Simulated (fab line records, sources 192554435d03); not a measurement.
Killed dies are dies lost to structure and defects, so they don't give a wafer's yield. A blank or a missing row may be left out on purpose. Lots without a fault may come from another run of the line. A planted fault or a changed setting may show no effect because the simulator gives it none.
Which tool did it? | flow n5_finfet | 9 lots, 27 wafers sampled, at 6 steps of a route of 1938

WHAT THE GAUGES READ, wafer by wafer
N5_BEOL_M0_OCD_MEAS_108. Usual: trench_depth_nm 32.5 nm, standard deviation 0.67.
lot  | measured     | on     | trench_depth_nm (nm) | flag
L933 | day 6 05:39  | ocd-02 | 33.0 33.6 32.6       |
L934 | day 6 09:08  | ocd-02 | 33.6 32.4 33.4       |
L935 | day 6 13:49  | ocd-02 | 34.0 32.0 32.9       |
L939 | day 8 06:20  | ocd-02 | 32.6 32.1 32.5       |
L941 | day 8 06:44  | ocd-02 | 32.6 32.0 33.4       |
L944 | day 8 23:41  | ocd-02 | 35.3 35.5 35.5       | OFF
L947 | day 9 18:23  | ocd-02 | 35.4 35.0 35.5       | OFF
L955 | day 11 22:40 | ocd-02 | 31.9 32.6 32.6       |
L954 | day 12 01:58 | ocd-02 | 32.5 32.2 33.2       |

N5_BEOL_M4_RC_MEAS_101. Usual: DIBL_N 36.0 mV/V, standard deviation 1.9; DIBL_P 36.0 mV/V, standard deviation 2.1; IOFF_N 0.155 nA/um, standard deviation 0.029; IOFF_P 0.20 nA/um, standard deviation 0.032; ION_N 672 uA/um, standard deviation 11; ION_P 461 uA/um, standard deviation 6.9; SS_N 71.5 mV/dec, standard deviation 0.58; SS_P 73.2 mV/dec, standard deviation 0.64; VT_N 250.4 mV, standard deviation 2.9; VT_P -251.0 mV, standard deviation 2.8.
lot  | measured     | on        | DIBL_N (mV/V)  | DIBL_P (mV/V)  | IOFF_N (nA/um)    | IOFF_P (nA/um) | ION_N (uA/um) | ION_P (uA/um) | SS_N (mV/dec)  | SS_P (mV/dec)  | VT_N (mV)         | VT_P (mV)            | flag
L933 | day 8 17:25  | prober-02 | 36.5 34.5 34.4 | 35.3 33.6 33.3 | 0.129 0.114 0.112 | 0.19 0.18 0.17 | 654 672 666   | 452 470 462   | 71.4 71.0 70.8 | 73.9 72.9 72.3 | 254.5 254.6 254.9 | -251.4 -251.4 -253.8 |
L934 | day 8 19:13  | prober-01 | 34.9 35.2 36.4 | 34.6 35.3 35.9 | 0.145 0.160 0.168 | 0.22 0.22 0.22 | 661 670 669   | 457 462 460   | 71.4 71.6 72.3 | 72.4 73.1 72.6 | 249.4 245.6 247.4 | -248.6 -248.3 -250.0 |
L935 | day 8 19:07  | prober-02 | 38.1 39.6 39.5 | 39.4 40.4 39.7 | 0.192 0.218 0.213 | 0.26 0.27 0.27 | 696 682 705   | 475 466 478   | 71.6 72.0 71.0 | 74.1 73.4 73.7 | 247.3 244.8 247.4 | -244.9 -248.1 -247.3 |
L939 | day 10 07:43 | prober-02 | 37.7 36.1 38.0 | 38.7 36.5 38.1 | 0.197 0.157 0.179 | 0.25 0.22 0.23 | 671 675 665   | 459 459 453   | 72.4 71.7 72.1 | 73.5 74.0 73.7 | 246.4 251.4 249.0 | -249.8 -250.4 -251.9 |
L941 | day 11 00:58 | prober-01 | 36.0 35.7 34.6 | 37.2 36.8 35.8 | 0.153 0.155 0.135 | 0.21 0.22 0.20 | 688 672 665   | 469 467 466   | 70.9 71.1 71.5 | 74.1 73.8 73.6 | 249.2 250.3 251.7 | -248.9 -250.4 -249.1 |
L944 | day 11 09:58 | prober-01 | 34.1 38.1 35.3 | 33.6 39.0 34.9 | 0.122 0.217 0.142 | 0.16 0.26 0.18 | 657 684 673   | 462 466 459   | 71.4 72.7 71.2 | 72.6 74.0 73.4 | 252.1 243.7 248.6 | -255.5 -250.7 -252.9 |
L947 | day 12 00:05 | prober-01 | 36.6 35.1 34.9 | 38.4 36.3 36.3 | 0.167 0.144 0.143 | 0.22 0.18 0.19 | 683 680 673   | 465 463 463   | 71.1 71.1 71.4 | 73.3 73.1 72.7 | 248.6 249.2 248.6 | -251.8 -254.8 -253.8 |
L955 | day 13 23:31 | prober-01 | 37.5 35.8 38.0 | 36.0 34.7 36.4 | 0.179 0.147 0.173 | 0.23 0.20 0.24 | 672 678 657   | 465 460 450   | 71.6 71.1 71.5 | 73.9 72.9 73.8 | 248.6 251.6 248.6 | -246.8 -250.3 -252.1 |
L954 | day 14 01:47 | prober-01 | 34.4 33.3 32.8 | 35.1 33.1 33.0 | 0.149 0.118 0.119 | 0.19 0.15 0.16 | 682 661 674   | 466 450 462   | 71.6 71.0 70.4 | 73.0 72.6 72.9 | 252.9 255.5 251.2 | -249.1 -255.7 -253.9 |

WHICH TOOL RAN EACH LOT (tool, then ch and the chambers of the sampled wafers, then the start)
lot  | N5_BEOL_M0_SAQP_CUT_ETCH_46        | N5_BEOL_M0_TRENCH_ETCH_107         | N5_BEOL_M0_DEGAS_112         | N5_BEOL_M0_PRE_CLEAN_113
L933 | rie_diel-05 ch 0,1,2, day 6 02:13  | rie_diel-03 ch 1,2,3, day 6 05:33  | pvd_sputter-01, day 6 06:32  | pvd_sputter-01, day 6 06:35
L934 | rie_diel-05 ch 0,3, day 6 05:20    | rie_diel-03 ch 1,3, day 6 09:02    | pvd_sputter-01, day 6 10:11  | pvd_sputter-01, day 6 12:51
L935 | rie_diel-05 ch 0,2, day 6 11:42    | rie_diel-02 ch 1,2,3, day 6 13:43  | pvd_sputter-01, day 6 14:32  | pvd_sputter-01, day 6 14:34
L939 | rie_diel-05 ch 1,3, day 7 14:16    | rie_diel-06 ch 0,1, day 8 06:14    | pvd_sputter-03, day 8 07:11  | pvd_sputter-03, day 8 07:14
L941 | rie_diel-01 ch 0,1,3, day 7 22:47  | rie_diel-03 ch 1,2,3, day 8 06:37  | pvd_sputter-02, day 8 07:19  | pvd_sputter-02, day 8 07:22
L944 | rie_diel-04 ch 0,2, day 8 21:03    | rie_diel-03 ch 0,3, day 8 23:35    | pvd_sputter-02, day 9 00:10  | pvd_sputter-02, day 9 00:12
L947 | rie_diel-05 ch 0,2,3, day 9 16:01  | rie_diel-03 ch 0,1,3, day 9 18:17  | pvd_sputter-02, day 9 19:02  | pvd_sputter-02, day 9 19:04
L955 | rie_diel-01 ch 0,1,3, day 11 18:20 | rie_diel-06 ch 0,1, day 11 22:33   | pvd_sputter-01, day 11 23:18 | pvd_sputter-01, day 11 23:20
L954 | rie_diel-05 ch 0,1,2, day 11 23:37 | rie_diel-02 ch 1,2,3, day 12 01:52 | pvd_sputter-01, day 12 02:43 | pvd_sputter-01, day 12 02:46
- N5_BEOL_M0_SAQP_CUT_ETCH_46: etches SOC in N2/H2, target depth 135 nm, overetch 27 nm, time 202.5 s.
- N5_BEOL_M0_TRENCH_ETCH_107: etches SiOC in C4F6/O2, target depth 32.8 nm, time 16.4 s.
- N5_BEOL_M0_DEGAS_112: time 60 s.
- N5_BEOL_M0_PRE_CLEAN_113: time 30 s.

WHAT THE TOOLS THEMSELVES READ (means of the sampled wafers that have a number; where no wafer has one, the mark that the record gives instead)
N5_BEOL_M0_SAQP_CUT_ETCH_46. Usual: drypump_motor_current_A 5.60 A, standard deviation 0.29; rf_fwd_power_W 838.4 W, standard deviation 2.6; rf_vpp_V 524.2 V, standard deviation 2.1; showerhead_plenum_p_Torr 2.55 Torr, standard deviation 0.073; temp_c 40.00 C, standard deviation 0.12; throttle_valve_pct 17.77 %, standard deviation 0.2.
lot  | tool        | drypump_motor_current_A (A) | rf_fwd_power_W (W) | rf_vpp_V (V) | showerhead_plenum_p_Torr (Torr) | temp_c (C) | throttle_valve_pct (%) | flag
L933 | rie_diel-05 | 5.49                        | 838.9              | 525.7        | 2.60                            | 39.96      | 17.66                  |
L934 | rie_diel-05 | 5.46                        | 836.7              | 525.8        | 2.65                            | 40.02      | 17.67                  |
L935 | rie_diel-05 | 5.71                        | 840.5              | 525.3        | 2.58                            | 39.87      | 17.75                  |
L939 | rie_diel-05 | 5.37                        | 839.6              | 523.8        | 2.54                            | 39.93      | 17.65                  |
L941 | rie_diel-01 | 5.51                        | 839.5              | 522.8        | 2.51                            | 39.97      | 17.69                  |
L944 | rie_diel-04 | 6.03                        | 838.2              | 524.2        | 2.53                            | 40.05      | 17.54                  |
L947 | rie_diel-05 | 5.63                        | 838.8              | 525.3        | 2.57                            | 40.09      | 17.77                  |
L955 | rie_diel-01 | 5.49                        | 836.6              | 523.1        | 2.50                            | 39.98      | 17.73                  |
L954 | rie_diel-05 | 5.48                        | 840.1              | 525.1        | 2.58                            | 40.07      | 17.74                  |

N5_BEOL_M0_TRENCH_ETCH_107. Usual: O2_flow_sccm 9.997 sccm, standard deviation 0.028; drypump_motor_current_A 5.6 A, standard deviation 0.49; oes_ar_750_au 0.81 a.u., standard deviation 0.061; oes_f_703_au 0.81 a.u., standard deviation 0.062; oes_o_777_au 0.81 a.u., standard deviation 0.063; oes_product_au 0.81 a.u., standard deviation 0.061; rf_fwd_power_W 349.0 W, standard deviation 1.7; rf_vpp_V 666 V, standard deviation 14; showerhead_plenum_p_Torr 2.86 Torr, standard deviation 0.074; throttle_valve_pct 20.79 %, standard deviation 0.28.
lot  | tool        | O2_flow_sccm (sccm) | drypump_motor_current_A (A) | oes_ar_750_au (a.u.) | oes_f_703_au (a.u.) | oes_o_777_au (a.u.) | oes_product_au (a.u.) | rf_fwd_power_W (W) | rf_vpp_V (V) | showerhead_plenum_p_Torr (Torr) | throttle_valve_pct (%) | flag
L933 | rie_diel-03 | 10.010              | 5.9                         | 0.86                 | 0.85                | 0.85                | 0.87                  | 349.3              | 669          | 2.89                            | 20.55                  |
L934 | rie_diel-03 | 9.991               | 6.1                         | 0.81                 | 0.81                | 0.80                | 0.82                  | 349.7              | 669          | 2.87                            | 20.57                  |
L935 | rie_diel-02 | 9.997               | 5.2                         | 0.86                 | 0.85                | 0.86                | 0.87                  | 349.6              | 654          | 2.86                            | 20.98                  |
L939 | rie_diel-06 | 9.997               | 5.8                         | 0.83                 | 0.83                | 0.82                | 0.83                  | 348.5              | 666          | 2.78                            | 21.01                  |
L941 | rie_diel-03 | 9.999               | 5.9                         | 0.83                 | 0.83                | 0.83                | 0.85                  | 348.6              | 669          | 2.89                            | 20.56                  |
L944 | rie_diel-03 | 10.038              | 5.7                         | 0.91                 | 1.04                | 1.01                | 0.84                  | 435.3              | 603          | 2.93                            | 20.36                  | OFF
L947 | rie_diel-03 | 9.984               | 5.9                         | 0.92                 | 1.03                | 1.02                | 0.85                  | 433.3              | 606          | 2.91                            | 20.51                  | OFF
L955 | rie_diel-06 | 10.004              | 5.8                         | 0.79                 | 0.79                | 0.78                | 0.79                  | 347.5              | 666          | 2.76                            | 21.06                  |
L954 | rie_diel-02 | 9.945               | 5.2                         | 0.80                 | 0.80                | 0.80                | 0.81                  | 350.1              | 654          | 2.84                            | 21.03                  |

N5_BEOL_M0_DEGAS_112. Usual: heater_power_w 346 W, standard deviation 42.
lot  | tool           | heater_power_w (W) | flag
L933 | pvd_sputter-01 | 342                |
L934 | pvd_sputter-01 | 339                |
L935 | pvd_sputter-01 | 355                |
L939 | pvd_sputter-03 | 341                |
L941 | pvd_sputter-02 | 371                |
L944 | pvd_sputter-02 | 358                |
L947 | pvd_sputter-02 | 340                |
L955 | pvd_sputter-01 | 352                |
L954 | pvd_sputter-01 | 336                |

N5_BEOL_M0_PRE_CLEAN_113. Usual: heater_power_w 346 W, standard deviation 43.
lot  | tool           | heater_power_w (W) | flag
L933 | pvd_sputter-01 | 344                |
L934 | pvd_sputter-01 | 339                |
L935 | pvd_sputter-01 | 348                |
L939 | pvd_sputter-03 | 338                |
L941 | pvd_sputter-02 | 369                |
L944 | pvd_sputter-02 | 361                |
L947 | pvd_sputter-02 | 340                |
L955 | pvd_sputter-01 | 357                |
L954 | pvd_sputter-01 | 335                |

THE ANSWER, worked out from the rows above alone
Rule: a lot is off if the mean of its wafers that have a number lies more than 3 standard deviations from the usual mean. A lot without any number at a reading at which 4 lots or more have one is off too. The other lots that the step has rows for count as sound. The gauges are gone through in route order, then the tools' own readings, and for those a lot's mean is taken as printed above. The first step at which some lot is off is used, and at that step the reading that is off furthest; a lot without a number counts as furthest.
Off: L944, L947, at N5_BEOL_M0_OCD_MEAS_108 (trench_depth_nm).
A tool fits if, at a process step before that reading, it ran every lot that is off, and no sound lot after the first of them. The gauges at N5_BEOL_M0_OCD_MEAS_108 aren't tried: what is off there is off at N5_BEOL_M0_TRENCH_ETCH_107 too, on other tools, and a gauge's error can't cause that. One fits: rie_diel-03 at N5_BEOL_M0_TRENCH_ETCH_107. Its last sound lot is L941 (day 8 06:37), its first lot that is off L944 (day 8 23:35): a fault that began between those two fits.
The tool's own readings at N5_BEOL_M0_TRENCH_ETCH_107 bear it out: on the lots that are off they differ by more than 5 times the standard deviation of the sound lots' means. oes_f_703_au reads 1.04 a.u. there against 0.82 a.u. on the sound lots; oes_o_777_au reads 1.02 a.u. there against 0.82 a.u. on the sound lots; rf_fwd_power_W reads 434.3 W there against 349.0 W on the sound lots; rf_vpp_V reads 604 V there against 664 V on the sound lots.

WHAT THE SIMULATOR HAD PUT IN
Process parameter drift: rie_diel-03, from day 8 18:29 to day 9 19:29, at N5_BEOL_M0_TRENCH_ETCH_107. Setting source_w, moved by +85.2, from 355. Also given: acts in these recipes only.
Lots struck among those shown: L944, L947. The rule above found the same.
